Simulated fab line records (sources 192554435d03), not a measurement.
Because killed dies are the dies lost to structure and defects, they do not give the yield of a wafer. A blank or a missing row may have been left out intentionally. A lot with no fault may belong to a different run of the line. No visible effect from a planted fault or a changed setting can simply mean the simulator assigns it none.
What tool caused it?	flow n5Finfet	Sampling: 24 lots, 72 wafers, 6 of 1938 route steps

## WHAT EACH GAUGE READ, for each wafer
Not one reading of a measure or inspect step in the record can be checked against a usual standard deviation.

## WHAT TOOL EACH LOT RAN ON (gives the tool, then ch and the chambers of the sampled wafers, and finally the start)
lot	N5_BEOL_M5_SPUTTER_81	N5_BEOL_M5_ANNEAL_51	N5_BEOL_M5_PRE_CLEAN_77	N5_BEOL_M6_ETCH_61	N5_BEOL_M6_DESCUM_33	N5_BEOL_M6_VIA_ETCH_34
L074	pvdSputter-03, day 8 13:13	rtpAnneal-02 ch 0, day 8 16:46	cvdCo-01 ch 0,1,2, day 8 17:19	rieDiel-02 ch 0,1,3, day 8 20:52	rieDiel-02 ch 1,2, day 8 23:49	rieDiel-02 ch 1,2, day 8 23:59
L075	pvdSputter-01, day 8 18:47	rtpAnneal-01 ch 0, day 8 22:18	cvdCo-01 ch 0,2, day 8 23:02	rieDiel-02 ch 0,2,3, day 9 01:49	rieDiel-04 ch 1,2, day 9 04:16	rieDiel-04 ch 1,2, day 9 04:26
L076	pvdSputter-02, day 9 05:48	rtpAnneal-02 ch 0, day 9 09:22	cvdCo-01 ch 1,2, day 9 09:53	rieDiel-02 ch 0,1, day 9 12:11	rieDiel-01 ch 1,2,3, day 9 13:07	rieDiel-01 ch 1,2,3, day 9 13:17
L077	pvdSputter-01, day 9 08:26	rtpAnneal-01 ch 0, day 9 11:54	cvdCo-01 ch 0,2, day 9 12:32	rieDiel-02 ch 0,1, day 9 14:51	rieDiel-01 ch 0,2, day 9 18:11	rieDiel-01 ch 0,2, day 9 18:22
L078	pvdSputter-02, day 9 14:35	rtpAnneal-01 ch 0, day 9 18:08	cvdCo-02 ch 1,2, day 9 18:41	rieDiel-01 ch 0,1,2, day 9 22:32	rieDiel-04 ch 1,2, day 10 00:40	rieDiel-04 ch 1,2, day 10 00:50
L079	pvdSputter-03, day 10 07:34	rtpAnneal-01 ch 0, day 10 11:05	cvdCo-02 ch 1,2, day 10 11:41	rieDiel-04 ch 0,1,2, day 10 14:43	rieDiel-01 ch 0,3, day 10 17:01	rieDiel-01 ch 0,3, day 10 17:12
L081	pvdSputter-01, day 10 10:35	rtpAnneal-02 ch 0, day 10 14:03	cvdCo-02 ch 1,2, day 10 14:41	rieDiel-01 ch 0,1,3, day 10 18:19	rieDiel-04 ch 0,1,3, day 10 19:14	rieDiel-04 ch 0,1,3, day 10 19:25
L080	pvdSputter-02, day 10 11:29	rtpAnneal-02 ch 0, day 10 15:16	cvdCo-01 ch 0,1, day 10 15:54	rieDiel-02 ch 0,2,3, day 10 18:40	rieDiel-04 ch 0,1,2, day 10 20:25	rieDiel-04 ch 0,1,2, day 10 20:35
L082	pvdSputter-03, day 10 14:22	rtpAnneal-02 ch 0, day 10 17:59	cvdCo-01 ch 0,1, day 10 18:30	rieDiel-01 ch 0,1,3, day 10 22:12	rieDiel-04 ch 0,1,3, day 11 00:50	rieDiel-04 ch 0,1,3, day 11 01:01
L083	pvdSputter-01, day 10 20:01	rtpAnneal-02 ch 0, day 10 23:34	cvdCo-01 ch 0,1, day 11 00:08	rieDiel-04 ch 0,1, day 11 01:56	rieDiel-02 ch 0,3, day 11 03:47	rieDiel-02 ch 0,3, day 11 03:58
L084	pvdSputter-01, day 11 03:19	rtpAnneal-02 ch 0, day 11 07:10	cvdCo-02 ch 0,1, day 11 07:47	rieDiel-02 ch 2,3, day 11 10:40	rieDiel-01 ch 0,1,3, day 11 13:44	rieDiel-01 ch 0,1,3, day 11 13:55
L085	pvdSputter-01, day 11 12:23	rtpAnneal-02 ch 0, day 11 16:38	cvdCo-02 ch 0,1,2, day 11 17:13	rieDiel-02 ch 0,1,2, day 11 19:53	rieDiel-01 ch 0,1,3, day 11 21:34	rieDiel-01 ch 0,1,3, day 11 21:45
L086	pvdSputter-02, day 11 15:48	rtpAnneal-01 ch 0, day 11 19:16	cvdCo-02 ch 0,1,2, day 11 20:10	rieDiel-04 ch 0,1,3, day 11 22:49	rieDiel-01 ch 1,2,3, day 12 00:50	rieDiel-01 ch 1,2,3, day 12 01:01
L087	pvdSputter-03, day 11 16:48	rtpAnneal-01 ch 0, day 11 20:17	cvdCo-01 ch 0,1,2, day 11 21:11	rieDiel-01 ch 0,3, day 11 22:52	rieDiel-04 ch 1,2, day 12 01:01	rieDiel-04 ch 1,2, day 12 01:11
L089	pvdSputter-03, day 12 22:37	rtpAnneal-01 ch 0, day 13 02:10	cvdCo-02 ch 1,2, day 13 02:43	rieDiel-01 ch 0,3, day 13 05:55	rieDiel-01 ch 0,3, day 13 07:18	rieDiel-01 ch 0,3, day 13 07:29
L088	pvdSputter-01, day 12 22:46	rtpAnneal-02 ch 0, day 13 02:13	cvdCo-01 ch 1,2, day 13 02:51	rieDiel-02 ch 1,2, day 13 06:11	rieDiel-04 ch 0,1,3, day 13 08:00	rieDiel-04 ch 0,1,3, day 13 08:11
L090	pvdSputter-02, day 12 23:40	rtpAnneal-02 ch 0, day 13 03:11	cvdCo-02 ch 0,2, day 13 03:46	rieDiel-01 ch 0,1, day 13 07:04	rieDiel-01 ch 1,3, day 13 10:19	rieDiel-01 ch 1,3, day 13 10:29
L093	pvdSputter-01, day 13 04:41	rtpAnneal-01 ch 0, day 13 08:44	cvdCo-02 ch 0,1, day 13 09:19	rieDiel-02 ch 0,1,3, day 13 11:37	rieDiel-04 ch 1,2,3, day 13 13:37	rieDiel-04 ch 1,2,3, day 13 13:47
L091	pvdSputter-03, day 13 05:14	rtpAnneal-01 ch 0, day 13 09:27	cvdCo-01 ch 0,1,2, day 13 10:02	rieDiel-04 ch 0,1,2, day 13 11:42	rieDiel-02 ch 0,2, day 13 13:39	rieDiel-02 ch 0,2, day 13 13:50
L094	pvdSputter-03, day 14 05:04	rtpAnneal-01 ch 0, day 14 08:37	cvdCo-01 ch 1,2, day 14 09:09	rieDiel-01 ch 0,2,3, day 14 12:08	rieDiel-04 ch 1,3, day 15 07:34	rieDiel-04 ch 1,3, day 15 07:44
L096	pvdSputter-02, day 14 08:31	rtpAnneal-02 ch 0, day 14 12:02	cvdCo-02 ch 0,2, day 14 12:37	rieDiel-04 ch 1,3, day 14 18:55	rieDiel-02 ch 1,2,3, day 14 20:01	rieDiel-02 ch 1,2,3, day 14 20:12
L095	pvdSputter-02, day 14 14:14	rtpAnneal-01 ch 0, day 14 20:08	cvdCo-01 ch 0,1, day 14 21:01	rieDiel-02 ch 2,3, day 15 00:53	rieDiel-01 ch 0,1,3, day 15 06:47	rieDiel-01 ch 0,1,3, day 15 06:58
L092	pvdSputter-03, day 14 14:59	rtpAnneal-01 ch 0, day 14 18:27	cvdCo-01 ch 1,2, day 14 19:05	rieDiel-02 ch 0,2,3, day 14 21:04	rieDiel-02 ch 0,2, day 15 06:42	rieDiel-02 ch 0,2, day 15 06:53
L097	pvdSputter-03, day 14 22:28	rtpAnneal-01 ch 0, day 15 03:36	cvdCo-02 ch 0,2, day 15 04:11	rieDiel-02 ch 0,1,2, day 15 07:48	rieDiel-01 ch 0,2,3, day 15 08:41	rieDiel-01 ch 0,2,3, day 15 08:52
- N5_BEOL_M5_SPUTTER_81: material Cu, target thk 15 nm, time 27.62 s.
- N5_BEOL_M5_ANNEAL_51: time 90 s.
- N5_BEOL_M5_PRE_CLEAN_77: time 15 s.
- N5_BEOL_M6_ETCH_61: etches SiARC in CF4, target depth 45.5 nm, time 75.8 s.
- N5_BEOL_M6_DESCUM_33: chemistry O2, time 7 s.
- N5_BEOL_M6_VIA_ETCH_34: etches SiCOH lowk in C4F6/O2, target depth 126.3 nm, time 50.9 s.

## WHAT THE TOOLS THEMSELVES READ (means of the sampled wafers that have a number; where no wafer has one, the mark that the record gives instead)
N5_BEOL_M5_SPUTTER_81.
lot	tool	throttleValvePct (%)
L074	pvdSputter-03	29.3
L075	pvdSputter-01	30.2
L076	pvdSputter-02	30.8
L077	pvdSputter-01	30.3
L078	pvdSputter-02	30.4
L079	pvdSputter-03	29.1
L081	pvdSputter-01	30.0
L080	pvdSputter-02	30.9
L082	pvdSputter-03	29.3
L083	pvdSputter-01	30.3
L084	pvdSputter-01	29.6
L085	pvdSputter-01	30.5
L086	pvdSputter-02	30.3
L087	pvdSputter-03	29.2
L089	pvdSputter-03	29.1
L088	pvdSputter-01	30.7
L090	pvdSputter-02	31.0
L093	pvdSputter-01	30.5
L091	pvdSputter-03	29.3
L094	pvdSputter-03	28.6
L096	pvdSputter-02	31.0
L095	pvdSputter-02	31.0
L092	pvdSputter-03	29.1
L097	pvdSputter-03	29.4

N5_BEOL_M5_ANNEAL_51.
lot	tool	wafer_temp_C_max
L074	rtpAnneal-02	225.85
L075	rtpAnneal-01	226.04
L076	rtpAnneal-02	225.77
L077	rtpAnneal-01	226.07
L078	rtpAnneal-01	226.43
L079	rtpAnneal-01	225.98
L081	rtpAnneal-02	225.71
L080	rtpAnneal-02	225.87
L082	rtpAnneal-02	225.67
L083	rtpAnneal-02	225.60
L084	rtpAnneal-02	225.51
L085	rtpAnneal-02	225.78
L086	rtpAnneal-01	225.88
L087	rtpAnneal-01	225.85
L089	rtpAnneal-01	225.74
L088	rtpAnneal-02	225.67
L090	rtpAnneal-02	225.57
L093	rtpAnneal-01	226.09
L091	rtpAnneal-01	225.72
L094	rtpAnneal-01	225.78
L096	rtpAnneal-02	225.66
L095	rtpAnneal-01	225.65
L092	rtpAnneal-01	225.73
L097	rtpAnneal-01	225.94

N5_BEOL_M5_PRE_CLEAN_77.
lot	tool	heaterPowerW (W)
L074	cvdCo-01	74
L075	cvdCo-01	78
L076	cvdCo-01	68
L077	cvdCo-01	78
L078	cvdCo-02	88
L079	cvdCo-02	84
L081	cvdCo-02	83
L080	cvdCo-01	70
L082	cvdCo-01	70
L083	cvdCo-01	76
L084	cvdCo-02	75
L085	cvdCo-02	80
L086	cvdCo-02	81
L087	cvdCo-01	74
L089	cvdCo-02	84
L088	cvdCo-01	74
L090	cvdCo-02	77
L093	cvdCo-02	74
L091	cvdCo-01	75
L094	cvdCo-01	72
L096	cvdCo-02	77
L095	cvdCo-01	77
L092	cvdCo-01	69
L097	cvdCo-02	84

N5_BEOL_M6_ETCH_61.
lot	tool	biasW (W)	drypumpMotorCurrentA (A)	etchRfOnTimeS (s)	oesProductAu (a.u.)	rfVppV (V)	showerheadPlenumPTorr (Torr)	throttleValvePct (%)
L074	rieDiel-02	36.06	5.8	76.8	0.63	183.6	2.14	15.62
L075	rieDiel-02	35.97	5.6	76.5	0.66	184.3	2.15	15.60
L076	rieDiel-02	36.04	5.8	76.3	0.62	183.1	2.08	15.76
L077	rieDiel-02	35.94	5.9	76.6	0.62	183.5	2.08	15.76
L078	rieDiel-01	36.09	5.6	74.7	0.71	184.6	2.16	15.55
L079	rieDiel-04	35.98	5.4	76.4	0.70	183.7	2.11	15.54
L081	rieDiel-01	36.05	5.8	75.0	0.70	183.8	2.14	15.56
L080	rieDiel-02	36.01	5.6	75.2	0.66	184.0	2.15	15.62
L082	rieDiel-01	36.06	5.8	74.9	0.70	184.3	2.14	15.56
L083	rieDiel-04	36.06	5.9	75.2	0.69	183.2	2.09	15.63
L084	rieDiel-02	36.11	5.8	75.0	0.66	184.8	2.18	15.48
L085	rieDiel-02	35.98	5.7	76.6	0.64	184.0	2.09	15.77
L086	rieDiel-04	36.04	5.7	75.8	0.68	183.2	2.11	15.64
L087	rieDiel-01	36.01	6.2	75.4	0.67	183.5	2.08	15.68
L089	rieDiel-01	35.98	6.2	74.8	0.67	182.9	2.07	15.69
L088	rieDiel-02	36.10	5.8	75.4	0.68	183.3	2.07	15.76
L090	rieDiel-01	35.94	5.8	75.1	0.70	183.1	2.14	15.64
L093	rieDiel-02	35.97	5.7	77.5	0.60	184.2	2.13	15.67
L091	rieDiel-04	35.97	5.4	75.9	0.68	183.7	2.10	15.58
L094	rieDiel-01	36.00	6.0	76.2	0.64	183.2	2.09	15.68
L096	rieDiel-04	36.12	5.4	76.6	0.63	183.1	2.09	15.68
L095	rieDiel-02	35.97	5.8	74.4	0.67	183.7	2.13	15.65
L092	rieDiel-02	36.01	5.6	76.2	0.63	184.9	2.14	15.69
L097	rieDiel-02	36.03	5.7	77.8	0.62	183.1	2.08	15.83

N5_BEOL_M6_DESCUM_33.
lot	tool	drypumpMotorCurrentA (A)	oesProductAu (a.u.)	rfVppV (V)	showerheadPlenumPTorr (Torr)	throttleValvePct (%)
L074	rieDiel-02	5.8	0.83	243.1	2.01	20.42
L075	rieDiel-04	5.2	0.79	242.7	2.05	20.37
L076	rieDiel-01	5.6	0.82	243.4	2.12	20.44
L077	rieDiel-01	6.0	0.80	242.2	2.05	20.39
L078	rieDiel-04	5.2	0.78	242.4	2.04	20.39
L079	rieDiel-01	6.2	0.78	241.4	2.02	20.41
L081	rieDiel-04	5.7	0.80	242.1	2.05	20.39
L080	rieDiel-04	5.4	0.81	242.8	2.05	20.30
L082	rieDiel-04	5.7	0.80	242.8	2.05	20.38
L083	rieDiel-02	5.5	0.70	243.0	2.09	20.35
L084	rieDiel-01	5.8	0.82	242.1	2.09	20.42
L085	rieDiel-01	5.8	0.82	243.2	2.09	20.44
L086	rieDiel-01	5.6	0.79	243.6	2.12	20.47
L087	rieDiel-04	4.9	0.80	242.9	2.07	20.30
L089	rieDiel-01	6.2	0.76	242.5	2.01	20.44
L088	rieDiel-04	5.7	0.78	242.8	2.04	20.40
L090	rieDiel-01	5.4	0.82	243.4	2.16	20.49
L093	rieDiel-04	5.2	0.79	242.5	2.08	20.40
L091	rieDiel-02	5.5	0.78	242.5	2.02	20.46
L094	rieDiel-04	5.4	0.74	242.5	2.03	20.52
L096	rieDiel-02	5.9	0.76	242.6	2.05	20.39
L095	rieDiel-01	5.8	0.79	241.8	2.08	20.48
L092	rieDiel-02	5.6	0.76	242.4	2.02	20.48
L097	rieDiel-01	6.0	0.75	242.5	2.04	20.47

N5_BEOL_M6_VIA_ETCH_34.
lot	tool	biasW (W)	drypumpMotorCurrentA (A)	oesProductAu (a.u.)	rfVppV (V)	showerheadPlenumPTorr (Torr)	throttleValvePct (%)
L074	rieDiel-02	185.0	5.8	0.83	644	2.77	21.07
L075	rieDiel-04	184.5	5.2	0.80	662	2.78	20.79
L076	rieDiel-01	185.5	5.6	0.82	676	2.88	20.86
L077	rieDiel-01	185.1	6.1	0.80	656	2.80	20.89
L078	rieDiel-04	184.5	5.2	0.78	662	2.77	20.80
L079	rieDiel-01	185.6	6.2	0.77	669	2.76	20.90
L081	rieDiel-04	184.9	5.7	0.80	667	2.81	20.96
L080	rieDiel-04	185.3	5.4	0.81	666	2.80	20.83
L082	rieDiel-04	185.1	5.7	0.81	667	2.81	20.97
L083	rieDiel-02	185.5	5.4	0.70	671	2.88	20.94
L084	rieDiel-01	184.6	5.8	0.82	666	2.84	20.89
L085	rieDiel-01	184.8	5.8	0.81	665	2.84	20.88
L086	rieDiel-01	185.0	5.6	0.79	677	2.87	20.87
L087	rieDiel-04	184.9	5.0	0.80	668	2.82	20.74
L089	rieDiel-01	185.5	6.2	0.76	669	2.75	20.93
L088	rieDiel-04	184.7	5.7	0.78	667	2.80	20.98
L090	rieDiel-01	185.0	5.4	0.83	674	2.92	20.86
L093	rieDiel-04	185.3	5.2	0.79	669	2.83	20.88
L091	rieDiel-02	185.1	5.5	0.78	647	2.79	21.13
L094	rieDiel-04	185.5	5.4	0.74	662	2.77	20.98
L096	rieDiel-02	185.2	5.9	0.75	658	2.82	20.97
L095	rieDiel-01	185.2	5.8	0.78	664	2.83	20.93
L092	rieDiel-02	184.7	5.5	0.76	646	2.79	21.15
L097	rieDiel-01	185.0	6.0	0.75	667	2.78	20.95

## THE ANSWER, worked out from the rows above alone
Rule: the lots themselves supply what counts as usual. Put in order of their means at a reading, lots are off if they are a third of the lots or fewer, leave a main group of 4 or more, and stand apart from it by a gap of 3 or more times the standard deviation of the main group's means; of several such gaps the widest counts. Not used: any main group whose means are identical at the precision the tables above print for the reading. Also off: a lot with no number at a reading for which 4 or more lots have one. Any other lot the step has rows for is counted as sound. After the gauges, taken in route order, come the tools' own readings; for these a lot's mean is taken, as printed above. The first step at which some lot is off is used, and at that step the reading that is off furthest; a lot without a number counts as furthest.
No lot is off at any reading shown: from this, nothing can be told.

## WHAT THE SIMULATOR HAD PUT IN
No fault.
